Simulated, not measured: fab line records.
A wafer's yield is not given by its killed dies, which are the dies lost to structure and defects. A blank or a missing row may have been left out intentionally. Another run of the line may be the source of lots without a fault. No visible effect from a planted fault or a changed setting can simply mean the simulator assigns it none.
fab line records + flow nandHarc
record
- lots=5
- wafers=15
- lastDay=32
route steps=1302 shown A_CHANNEL_HOLE_D2@577 END@1302
lots that met no fault: from a run of the same line without faults
startH: start of the lot's first displayed wafer, in hours after the record's first day + waitH: hours since the lot's step before + " same as the row above + L1.1+2: a row that stands for several wafers + - no value, or no start given + * or withheld: withheld + < > ~ a bound
route shown NAME@n: NAME is a module with steps in the file, n the number in the route of the first one + usual: mean and standard deviation over wafers with no fault + same: alike in all rows + chamber/n: place in a boat + sites: each site's reading + _std_site: the standard deviation of these + _edge_site: mean of outer sites minus mean of inner sites + radiusMm: for every site, how far away it sits from the centre of the wafer + mask NAME#n: copy n + behind: tool/chamber where the wafer was last shaped + hold: what put the lot on hold/how long, in hours/how the hold closed + device: the n, p or np transistor that did not switch + end of line: at the end of the route, the tests of the same wafers + a step without rows: its recipe alone + killed: dies lost to structure and defects at the first sort, not the wafer's yield + map: dies across one wafer; x = killed, . = not, _ = none there
set.NAME: the setting the step ran with; set.NAME@STEP: the setting that earlier step ran with + model.NAME: the simulator's own value behind a step, which no gauge read
lots at some steps of the route; a table a step, a row a wafer
services: when a tool's chamber went out of use (startH, in hours from the record's first day, below 0 if earlier), for how many hours, and the reason
## steps
# step NHARC_A_CHANNEL_HOLE_D2_SOFTBAKE_05
# recipe
- tempC=105
- timeS=55
# step NHARC_A_CHANNEL_HOLE_D2_EBR_06
# step NHARC_A_CHANNEL_HOLE_D2_EXPOSE_07
# recipe
- na=1.35
- targetCdNm=100
- sigmaOuter=0.3
- doseMj=59.65
- maskId=HOLE_D2
# step NHARC_A_CHANNEL_HOLE_D2_PEB_08
# recipe
- pebTempC=100
- pebTimeS=65
# step NHARC_A_CHANNEL_HOLE_D2_DEVELOP_09
# recipe
- developTimeS=35
- devTempC=23
# step NHARC_A_CHANNEL_HOLE_D2_CD_MEAS_10
# recipe
- targetCdNm=100
- landingEnergyEv=500
# usual
- cdNm=100.4/0.52
| lot.wafer | tool     | chamber | startH | waitH | cdNm  |
|-----------|----------|---------|--------|-------|-------|
| L631.4    | cdSem-01 | 0       | 327.07 | -     | 100.8 |
| L631.5    | "        | 0       | "      | "     | 100.9 |
| L631.6    | "        | 0       | "      | "     | 101.1 |
| L635.1    | cdSem-03 | 0       | 367.15 | -     | 100.9 |
| L635.4    | "        | 0       | "      | "     | 101.0 |
| L635.6    | "        | 0       | "      | "     | 100.4 |
| L643.1    | cdSem-03 | 0       | 450.37 | -     | 99.7  |
| L643.4    | "        | 0       | "      | "     | 99.5  |
| L643.5    | "        | 0       | "      | "     | 100.2 |
| L645.1    | cdSem-03 | 0       | 470.34 | -     | 100.5 |
| L645.3    | "        | 0       | "      | "     | 101.1 |
| L645.4    | "        | 0       | "      | "     | 99.6  |
| L648.1    | cdSem-03 | 0       | 497.57 | -     | 98.9  |
| L648.4    | "        | 0       | "      | "     | 99.4  |
| L648.5    | "        | 0       | "      | "     | 99.7  |
# step NHARC_A_CHANNEL_HOLE_D2_OVL_MEAS_11
# usual
- overlayXNm=0.4/0.95
- overlayYNm=0.1/0.72
| lot.wafer | tool       | chamber | startH | waitH | overlayXNm | overlayYNm |
|-----------|------------|---------|--------|-------|------------|------------|
| L631.4    | overlay-01 | -       | 327.16 | -     | 1.8        | 0.8        |
| L631.5    | "          | -       | "      | "     | 1.7        | 0.7        |
| L631.6    | "          | -       | "      | "     | 2.5        | 1.2        |
| L635.1    | overlay-02 | -       | 367.24 | -     | -0.2       | -0.4       |
| L635.4    | "          | -       | "      | "     | -0.3       | -0.6       |
| L635.6    | "          | -       | "      | "     | -0.1       | -0.4       |
| L643.1    | overlay-02 | -       | 450.46 | -     | 0.6        | 0.2        |
| L643.4    | "          | -       | "      | "     | 0.1        | -0.2       |
| L643.5    | "          | -       | "      | "     | 0.4        | -0.2       |
| L645.1    | overlay-01 | -       | 470.43 | -     | 1.6        | -0.6       |
| L645.3    | "          | -       | "      | "     | 1.2        | 0.6        |
| L645.4    | "          | -       | "      | "     | 1.1        | 0.0        |
| L648.1    | overlay-02 | -       | 497.66 | -     | 0.9        | -0.3       |
| L648.4    | "          | -       | "      | "     | 0.5        | -0.2       |
| L648.5    | "          | -       | "      | "     | 1.0        | -0.6       |
# step NHARC_A_CHANNEL_HOLE_D2_INSPECT_12
# usual
- rawDefectCount=29/22
| lot.wafer | tool             | chamber | startH | waitH | rawDefectCount |
|-----------|------------------|---------|--------|-------|----------------|
| L631.4    | defectInspect-02 | -       | 327.19 | 0.0   | 8              |
| L631.5    | "                | -       | "      | "     | 4              |
| L631.6    | "                | -       | "      | "     | 7              |
| L635.1    | defectInspect-02 | -       | 367.27 | 0.0   | 55             |
| L635.4    | "                | -       | "      | "     | 45             |
| L635.6    | "                | -       | "      | "     | 62             |
| L643.1    | defectInspect-02 | -       | 450.50 | 0.0   | 13             |
| L643.4    | "                | -       | "      | "     | 21             |
| L643.5    | "                | -       | "      | "     | 20             |
| L645.1    | defectInspect-02 | -       | 470.47 | 0.0   | 50             |
| L645.3    | "                | -       | "      | "     | 62             |
| L645.4    | "                | -       | "      | "     | 56             |
| L648.1    | defectInspect-01 | -       | 497.69 | 0.0   | 18             |
| L648.4    | "                | -       | "      | "     | 18             |
| L648.5    | "                | -       | "      | "     | 23             |
# step NHARC_A_CHANNEL_HOLE_D2_DESCUM_15
# recipe
- timeS=3
- o2FlowSccm=200
- arFlowSccm=0
- biasPowerW=0
- chemistry=O2
# usual
- drypumpMotorCurrentA=5.6/0.42
- mfcArSccm=0.008/0.013
- oesProductAu=1.003/0.011
- rfVppV=57.8/0.95
- showerheadPlenumPTorr=1.91/0.1
- throttleValvePct=11.312/0.0086
| lot.wafer | tool       | chamber | startH | waitH | drypumpMotorCurrentA | mfcArSccm | oesProductAu | rfHoursCounterH | rfVppV | showerheadPlenumPTorr | throttleValvePct |
|-----------|------------|---------|--------|-------|----------------------|-----------|--------------|-----------------|--------|-----------------------|------------------|
| L631.4    | rieDiel-13 | 3       | 327.28 | 0.1   | 5.9                  | 0.006     | 0.997        | 6.8             | 58.3   | 1.80                  | 11.311           |
| L631.5    | "          | 0       | "      | "     | 6.2                  | 0         | 1.007        | -               | 57.8   | 1.82                  | 11.296           |
| L631.6    | "          | 1       | "      | "     | 5.6                  | 0         | 1.002        | -               | 57.5   | 2.01                  | 11.309           |
| L635.1    | rieDiel-08 | 3       | 367.34 | 0.1   | 5.0                  | 0.000     | 1.005        | 8.9             | 57.6   | 1.89                  | 11.317           |
| L635.4    | "          | 0       | "      | "     | 5.5                  | 0.037     | 1.004        | 9.2             | 58.5   | 1.84                  | 11.317           |
| L635.6    | "          | 3       | "      | "     | 5.0                  | 0.000     | 0.999        | -               | 57.1   | 1.89                  | 11.310           |
| L643.4    | rieDiel-13 | 0       | 450.57 | 0.1   | 6.1                  | 0         | 0.996        | 4.2             | 57.7   | 1.82                  | 11.313           |
| L643.1    | "          | 1       | "      | "     | 5.7                  | 0         | 0.988        | 4.9             | 57.8   | 2.01                  | 11.306           |
| L643.5    | "          | 0       | "      | "     | 6.1                  | 0         | 0.997        | -               | 58.2   | 1.82                  | 11.323           |
| L645.3    | rieDiel-08 | 1       | 470.53 | 0.1   | 5.8                  | 0.029     | 1.014        | 3.9             | 58.2   | 2.05                  | 11.317           |
| L645.1    | "          | 2       | "      | "     | 5.5                  | 0         | 1.011        | 4.5             | 60.1   | 2.05                  | 11.326           |
| L645.4    | "          | 0       | "      | "     | 5.5                  | 0.037     | 1.010        | 4.4             | 57.3   | 1.84                  | 11.297           |
| L648.4    | rieDiel-08 | 0       | 497.77 | 0.1   | 5.5                  | 0.037     | 1.009        | 6.2             | 57.5   | 1.84                  | 11.300           |
| L648.1    | "          | 1       | "      | "     | 5.8                  | 0.029     | 1.021        | 5.8             | 57.9   | 2.05                  | 11.304           |
| L648.5    | "          | 2       | "      | "     | 5.4                  | 0         | 1.012        | -               | 58.4   | 2.05                  | 11.304           |
# step NHARC_A_CHANNEL_HOLE_D2_ETCH_38
# recipe
- targetDepthA=390
- overEtchFrac=0.3
- timeS=65
- ionEnergyEv=80
- cf4FlowSccm=150
- arFlowSccm=0
- rfW=300
- biasW=100
- chemistry=CF4
# usual
- drypumpMotorCurrentA=5.7/0.44
- mfcArSccm=0.010/0.014
- oesProductAu=1.001/0.011
- rfVppV=151.1/1.4
- showerheadPlenumPTorr=1.76/0.088
- throttleValvePct=13.282/0.011
| lot.wafer | tool       | chamber | startH | waitH | drypumpMotorCurrentA | mfcArSccm | oesProductAu | rfHoursCounterH | rfVppV | showerheadPlenumPTorr | throttleValvePct |
|-----------|------------|---------|--------|-------|----------------------|-----------|--------------|-----------------|--------|-----------------------|------------------|
| L631.4    | rieDiel-13 | 1       | 327.35 | 0.1   | 5.6                  | 0         | 1.003        | 6.1             | 152.0  | 1.85                  | 13.287           |
| L631.6    | "          | 3       | "      | "     | 5.9                  | 0.006     | 0.984        | -               | 148.7  | 1.67                  | 13.271           |
| L631.5    | "          | 0       | "      | "     | 6.1                  | 0         | 1.001        | -               | 149.6  | 1.69                  | 13.290           |
| L635.4    | rieDiel-08 | 1       | 367.42 | 0.1   | 5.8                  | 0.029     | 1.007        | 8.3             | 152.2  | 1.89                  | 13.288           |
| L635.1    | "          | 3       | "      | "     | 5.0                  | 0.000     | 0.995        | 8.9             | 150.4  | 1.75                  | 13.291           |
| L635.6    | "          | 2       | "      | "     | 5.5                  | 0         | 1.009        | -               | 150.8  | 1.89                  | 13.275           |
| L643.1    | rieDiel-13 | 3       | 450.65 | 0.1   | 5.9                  | 0.006     | 0.982        | 4.4             | 148.9  | 1.67                  | 13.290           |
| L643.4    | "          | 1       | "      | "     | 5.7                  | 0         | 0.988        | 4.9             | 151.1  | 1.85                  | 13.288           |
| L643.5    | "          | 2       | "      | "     | 5.2                  | 0         | 1.003        | -               | 148.8  | 1.65                  | 13.290           |
| L645.3    | rieDiel-08 | 1       | 470.61 | 0.1   | 5.8                  | 0.029     | 1.004        | 3.9             | 151.5  | 1.89                  | 13.292           |
| L645.1    | "          | 2       | "      | "     | 5.5                  | 0         | 1.009        | 4.5             | 153.8  | 1.89                  | 13.270           |
| L645.4    | "          | 3       | "      | "     | 5.0                  | 0.000     | 1.003        | 4.6             | 152.6  | 1.75                  | 13.279           |
| L648.4    | rieDiel-08 | 2       | 497.85 | 0.1   | 5.5                  | 0         | 1.010        | 5.9             | 152.0  | 1.89                  | 13.269           |
| L648.1    | "          | 3       | "      | "     | 5.0                  | 0.000     | 0.997        | 6.0             | 151.6  | 1.75                  | 13.271           |
| L648.5    | "          | 0       | "      | "     | 5.5                  | 0.037     | 1.002        | -               | 149.8  | 1.70                  | 13.281           |
# step NHARC_A_CHANNEL_HOLE_D2_ETCH_39
# recipe
- targetDepthA=2600
- overEtchFrac=0.3
- timeS=325
- ionEnergyEv=200
- n2FlowSccm=150
- h2FlowSccm=150
- arFlowSccm=0
- rfW=400
- biasW=150
- chemistry=N2/H2
# usual
- drypumpMotorCurrentA=5.6/0.41
- mfcArSccm=0.009/0.014
- oesProductAu=1.002/0.011
- rfVppV=430/3.3
- showerheadPlenumPTorr=2.03/0.11
- throttleValvePct=14.172/0.0095
| lot.wafer | tool       | chamber | startH | waitH | drypumpMotorCurrentA | mfcArSccm | oesProductAu | rfHoursCounterH | rfVppV | showerheadPlenumPTorr | throttleValvePct |
|-----------|------------|---------|--------|-------|----------------------|-----------|--------------|-----------------|--------|-----------------------|------------------|
| L631.4    | rieDiel-13 | 0       | -      | -     | 6.1                  | 0         | 0.990        | 7.1             | 427    | 1.94                  | 14.167           |
| L631.6    | "          | 3       | "      | "     | 5.9                  | 0.006     | 0.986        | -               | 427    | 1.92                  | 14.187           |
| L631.5    | "          | 0       | "      | "     | 6.2                  | 0         | 1.001        | -               | 427    | 1.94                  | 14.163           |
| L635.1    | rieDiel-08 | 0       | -      | -     | 5.5                  | 0.037     | 1.014        | 9.2             | 428    | 1.96                  | 14.172           |
| L635.4    | "          | 2       | "      | "     | 5.4                  | 0         | 1.015        | 8.9             | 434    | 2.19                  | 14.161           |
| L635.6    | "          | 3       | "      | "     | 5.0                  | 0.000     | 1.000        | -               | 430    | 2.02                  | 14.177           |
| L643.1    | rieDiel-13 | 1       | -      | -     | 5.6                  | 0         | 0.991        | 5.0             | 433    | 2.14                  | 14.168           |
| L643.4    | "          | 3       | "      | "     | 5.9                  | 0.006     | 0.991        | 4.4             | 426    | 1.92                  | 14.170           |
| L643.5    | "          | 0       | "      | "     | 6.2                  | 0         | 1.000        | -               | 428    | 1.94                  | 14.186           |
| L645.4    | rieDiel-08 | 0       | -      | -     | 5.5                  | 0.037     | 1.013        | 4.4             | 429    | 1.96                  | 14.161           |
| L645.1    | "          | 2       | "      | "     | 5.5                  | 0         | 1.017        | 4.5             | 434    | 2.19                  | 14.179           |
| L645.3    | "          | 3       | "      | "     | 4.9                  | 0.000     | 1.025        | 4.7             | 430    | 2.01                  | 14.177           |
| L648.4    | rieDiel-08 | 1       | -      | -     | 5.8                  | 0.029     | 1.017        | 5.8             | 434    | 2.19                  | 14.175           |
| L648.1    | "          | 0       | "      | "     | 5.5                  | 0.037     | 1.001        | 6.2             | 429    | 1.96                  | 14.175           |
| L648.5    | "          | 2       | "      | "     | 5.5                  | 0         | 1.003        | -               | 434    | 2.19                  | 14.163           |
# step NHARC_A_CHANNEL_HOLE_D2_ETCH_34
# recipe
- targetDepthA=1540
- timeS=77
- cf4FlowSccm=100
- chf3FlowSccm=30
- arFlowSccm=0
- rfW=500
- biasW=200
- chemistry=CF4/CHF3
# usual
- drypumpMotorCurrentA=5.7/0.43
- mfcArSccm=0.010/0.014
- oesProductAu=0.960/0.022
- rfVppV=370.2/2.8
- showerheadPlenumPTorr=1.56/0.08
- throttleValvePct=16.802/0.0088
| lot.wafer | tool       | chamber | startH | waitH | drypumpMotorCurrentA | mfcArSccm | oesProductAu | rfHoursCounterH | rfVppV | showerheadPlenumPTorr | throttleValvePct |
|-----------|------------|---------|--------|-------|----------------------|-----------|--------------|-----------------|--------|-----------------------|------------------|
| L631.4    | rieDiel-13 | 2       | -      | -     | 5.2                  | 0         | 0.960        | 6.0             | 367.1  | 1.47                  | 16.793           |
| L631.5    | "          | 3       | "      | "     | 5.9                  | 0.006     | 0.938        | -               | 367.1  | 1.49                  | 16.794           |
| L631.6    | "          | 0       | "      | "     | 6.1                  | 0         | 0.938        | -               | 368.8  | 1.50                  | 16.807           |
| L635.4    | rieDiel-08 | 0       | -      | -     | 5.5                  | 0.037     | 0.936        | 9.4             | 367.7  | 1.52                  | 16.796           |
| L635.1    | "          | 1       | "      | "     | 5.8                  | 0.029     | 0.926        | 8.4             | 373.8  | 1.68                  | 16.797           |
| L635.6    | "          | 0       | "      | "     | 5.5                  | 0.037     | 0.934        | -               | 368.6  | 1.52                  | 16.804           |
| L643.4    | rieDiel-13 | 3       | -      | -     | 5.9                  | 0.006     | 0.925        | 4.5             | 367.8  | 1.49                  | 16.798           |
| L643.1    | "          | 2       | "      | "     | 5.2                  | 0         | 0.952        | 5.2             | 367.5  | 1.46                  | 16.812           |
| L643.5    | "          | 0       | "      | "     | 6.1                  | 0         | 0.932        | -               | 367.0  | 1.50                  | 16.796           |
| L645.3    | rieDiel-08 | 1       | -      | -     | 5.8                  | 0.029     | 0.985        | 4.1             | 373.5  | 1.68                  | 16.814           |
| L645.1    | "          | 3       | "      | "     | 4.9                  | 0.000     | 0.990        | 4.7             | 368.6  | 1.55                  | 16.794           |
| L645.4    | "          | 0       | "      | "     | 5.5                  | 0.037     | 0.986        | 4.6             | 369.2  | 1.51                  | 16.787           |
| L648.4    | rieDiel-08 | 0       | -      | -     | 5.5                  | 0.037     | 0.997        | 6.3             | 368.0  | 1.51                  | 16.807           |
| L648.1    | "          | 2       | "      | "     | 5.5                  | 0         | 0.974        | 6.1             | 375.3  | 1.68                  | 16.798           |
| L648.5    | "          | 3       | "      | "     | 5.0                  | 0.000     | 0.971        | -               | 369.0  | 1.55                  | 16.809           |
# step NHARC_A_CHANNEL_HOLE_D2_ETCH_16
# recipe
- targetDepthA=31000
- overEtchFrac=0.3
- timeS=806
- ionEnergyEv=150
- o2FlowSccm=400
- cosFlowSccm=20
- arFlowSccm=0
- rfW=500
- biasW=300
- chemistry=O2/COS
# usual
- drypumpMotorCurrentA=5.6/0.43
- mfcArSccm=0.008/0.013
- oesProductAu=1.002/0.011
- rfVppV=314.0/2.4
- showerheadPlenumPTorr=3.11/0.16
- throttleValvePct=28.330/0.0095
| lot.wafer | tool       | chamber | startH | waitH | drypumpMotorCurrentA | mfcArSccm | oesProductAu | rfHoursCounterH | rfVppV | showerheadPlenumPTorr | throttleValvePct |
|-----------|------------|---------|--------|-------|----------------------|-----------|--------------|-----------------|--------|-----------------------|------------------|
| L631.4    | rieDiel-13 | 0       | 327.84 | -     | 6.2                  | 0         | 0.998        | 7.4             | 311.7  | 2.98                  | 28.332           |
| L631.5    | "          | 3       | "      | "     | 5.9                  | 0.006     | 0.978        | -               | 311.3  | 2.95                  | 28.338           |
| L631.6    | "          | 0       | "      | "     | 6.2                  | 0         | 0.997        | -               | 311.4  | 2.98                  | 28.309           |
| L635.4    | rieDiel-08 | 0       | 368.01 | -     | 5.5                  | 0.037     | 0.877        | 9.5             | 313.0  | 3.01                  | 28.328           |
| L635.1    | "          | 1       | "      | "     | 5.8                  | 0.029     | 1.008        | 8.6             | 317.6  | 3.34                  | 28.315           |
| L635.6    | "          | 2       | "      | "     | 5.5                  | 0         | 1.014        | -               | 315.9  | 3.34                  | 28.343           |
| L643.4    | rieDiel-13 | 1       | 451.09 | -     | 5.7                  | 0         | 0.988        | 5.2             | 315.9  | 3.27                  | 28.337           |
| L643.1    | "          | 0       | "      | "     | 6.2                  | 0         | 0.996        | 4.5             | 312.3  | 2.98                  | 28.310           |
| L643.5    | "          | 1       | "      | "     | 5.7                  | 0         | 1.001        | -               | 316.6  | 3.27                  | 28.341           |
| L645.1    | rieDiel-08 | 0       | 471.06 | -     | 5.5                  | 0.037     | 1.008        | 4.7             | 312.8  | 3.00                  | 28.340           |
| L645.4    | "          | 2       | "      | "     | 5.5                  | 0         | 1.000        | 4.7             | 317.2  | 3.33                  | 28.326           |
| L645.3    | "          | 3       | "      | "     | 5.0                  | 0.000     | 1.003        | 4.8             | 314.0  | 3.09                  | 28.333           |
| L648.4    | rieDiel-08 | 2       | 498.34 | -     | 5.5                  | 0         | 1.018        | 6.3             | 317.3  | 3.33                  | 28.332           |
| L648.1    | "          | 0       | "      | "     | 5.5                  | 0.037     | 1.012        | 6.4             | 312.4  | 3.00                  | 28.328           |
| L648.5    | "          | 2       | "      | "     | 5.5                  | 0         | 1.008        | -               | 317.6  | 3.33                  | 28.333           |
# step NHARC_A_CHANNEL_HOLE_D2_CD_MEAS_18
# usual
- cdNm=99.6/2.1
| lot.wafer | tool     | chamber | startH | waitH | cdNm  |
|-----------|----------|---------|--------|-------|-------|
| L631.4    | cdSem-02 | -       | 328.37 | -     | 97.5  |
| L631.5    | "        | -       | "      | "     | 100.9 |
| L631.6    | "        | -       | "      | "     | 99.7  |
| L635.1    | cdSem-03 | -       | 368.47 | -     | 101.0 |
| L635.4    | "        | -       | "      | "     | 99.1  |
| L635.6    | "        | -       | "      | "     | 100.1 |
| L643.1    | cdSem-02 | -       | 451.67 | -     | 96.8  |
| L643.4    | "        | -       | "      | "     | 100.1 |
| L643.5    | "        | -       | "      | "     | 98.0  |
| L645.1    | cdSem-02 | -       | 471.64 | -     | 99.3  |
| L645.3    | "        | -       | "      | "     | 96.6  |
| L645.4    | "        | -       | "      | "     | 98.1  |
| L648.1    | cdSem-03 | -       | 498.86 | -     | 98.5  |
| L648.4    | "        | -       | "      | "     | 99.1  |
| L648.5    | "        | -       | "      | "     | 96.2  |
# step NHARC_END_SORT_01
# recipe
- tempC=25
# usual
- killedAtArray=53/19
- killedAtOther=0.7/1.1
- killedAtPeriphery=4.2/2.7
- killedDies=58/18
- killedOpen=3.1/1.9
- killedShort=2.5/1.6
# same
- grossDies=677
| lot.wafer | tool      | chamber | startH | waitH | killedAtArray | killedAtOther | killedAtPeriphery | killedDies | killedOpen | killedShort |
|-----------|-----------|---------|--------|-------|---------------|---------------|-------------------|------------|------------|-------------|
| L635.4    | prober-02 | 0       | 638.76 | 3.4   | 195           | 3             | 4                 | 202        | 3          | 2           |
# killed by level:class
L635.4 A_CHANNEL_HOLE_D2:areaEtch=150 A_CHANNEL_HOLE_D1:chamberFilmFlake=27 A_CHANNEL_HOLE_D2:chamberFilmFlake=10 THIN_TSV:chamberFilmFlake=3 P_STI:chamberFilmFlake=2 P_CONTACT:geometricParticle:open=1 A_ONON_D1:geometricParticle:short=1 A_CHANNEL_FILL_D1:geometricParticle:open=1
# map L635.4 (x killed, . not)
____________x____________
_________xxxxxxx_________
_______xxx.xxxxxxx_______
______x...x...x.xxx______
_____x.xxx..x...x.xx_____
____xxx..x...xxx...xx____
____.xxx......x.....x____
___xx......x.x.xx.x.x.___
___xxx...x.....x....xx___
__x.xx........x........__
__xxx...............xxx__
_xx...............x....x_
_x...................xxx_
_xx...x.............x.xx_
_xxx..x................x_
_x...................x.x_
xx..................x..xx
xxx...................xx.
xxx.............x....xx.x
xx....................x.x
x.x..................x...
_x.x..........x........x_
_xxx.................xx._
_x..........x..x...x.x.._
_xxx.x.............x...x_
_xx...x................._
__.xx...x..............__
__xx.x..x.x..x........x__
___xxxxxx............x___
___xx.x...xx.x...x....___
____.x.x.xx.......x.x____
____xx..xxx.x.......x____
_____xx.xxxx..x....._____
______xxx.x.......x______
_______x.xx.x...xx_______
_________xxxx.xx_________
____________x____________
# map L645.3 (x killed, . not)
____________.____________
_________x......_________
_______.......xxx._______
______x....xxxx....______
_____.x..x..xxx....._____
____.......xxxx.x....____
____......x.xxxx.....____
___..........xx......x___
___.....x.xxxxxx......___
__..........x.x.x...xxx__
__..................xxx__
_..............xx..xxxxx_
_...................x.x._
_....................xxx_
_.....................xx_
_......................._
.....................x...
................x........
.................x....x..
......x..................
.........................
_......................._
_................x......_
_......................._
_......................._
_..................x...._
__..........x..........__
__....x.....x.....x....__
___...x...xx.......x..___
___....x.x.x.....x....___
____...xxxx..........____
____...xx.xx..x......____
_____..xxxx.xx...x.._____
______.xx.xx..x....______
_______xxxx....x.._______
_________...xx.._________
____________.____________
## services
| tool       | chamber | startH | hours | kind      |
|------------|---------|--------|-------|-----------|
| rieDiel-08 | 0       | 322.62 | -     | clean     |
| rieDiel-08 | 1       | 322.62 | -     | clean     |
| rieDiel-08 | 2       | 322.62 | -     | clean     |
| rieDiel-08 | 3       | 322.62 | -     | clean     |
| rieDiel-08 | -       | 328.04 | 0.8   | repair    |
| rieDiel-13 | -       | 342.01 | 9.0   | pm        |
| rieDiel-08 | 0       | 347.12 | -     | clean     |
| rieDiel-08 | 1       | 347.12 | -     | clean     |
| rieDiel-08 | 2       | 347.12 | -     | clean     |
| rieDiel-08 | 3       | 347.12 | -     | clean     |
| rieDiel-08 | 1       | 350.06 | 6.4   | repair    |
| rieDiel-08 | -       | 368.24 | 9.0   | pm        |
| rieDiel-08 | 0       | 368.24 | 9.0   | ventCycle |
| rieDiel-08 | 1       | 368.24 | 9.0   | ventCycle |
| rieDiel-08 | 2       | 368.24 | 9.0   | ventCycle |
| rieDiel-08 | 3       | 368.24 | 9.0   | ventCycle |
| rieDiel-08 | 0       | 377.24 | -     | clean     |
| rieDiel-08 | 1       | 377.24 | -     | clean     |
| rieDiel-08 | 2       | 377.24 | -     | clean     |
| rieDiel-08 | 3       | 377.24 | -     | clean     |
| rieDiel-08 | 0       | 401.75 | -     | clean     |
| rieDiel-08 | 1       | 457.69 | 7.4   | repair    |
| rieDiel-13 | 3       | 459.30 | 23.3  | repair    |
| rieDiel-13 | 0       | 477.46 | 19.5  | repair    |
## key
firstSign
- step=NHARC_A_CHANNEL_HOLE_D2_ETCH_16
- reading=oesProductAu
- direction=down
- sigmas=11
- usual=1.002
- struck=0.877
effect
- step=NHARC_END_SORT_01
- reading=killedDies
- direction=up
- sigmas=7.9
- usual=58
- struck=202
moreKillsBornAt
- NHARC_A_CHANNEL_HOLE_D2_ETCH_16@rieDiel-08=150
metAt NHARC_A_CHANNEL_HOLE_D2_ETCH_16
struckWafers L635.4
testerLeftOut L635
fault
- kind=processParameterDrift
- tool=rieDiel-08
- chamber=0
- onsetH=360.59
- steps=NHARC_A_CHANNEL_HOLE_D2_ETCH_16
- channel=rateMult
- offset=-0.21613
- shape=step
- endH=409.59
# testerLeftOut: of these lots the tester's yield and bins aren't shown, on N5 and GAA mostly nor the transistor test; their killed dies are dies lost to structure and defects alone, not to doping, threshold or leakage, so they don't give the yield
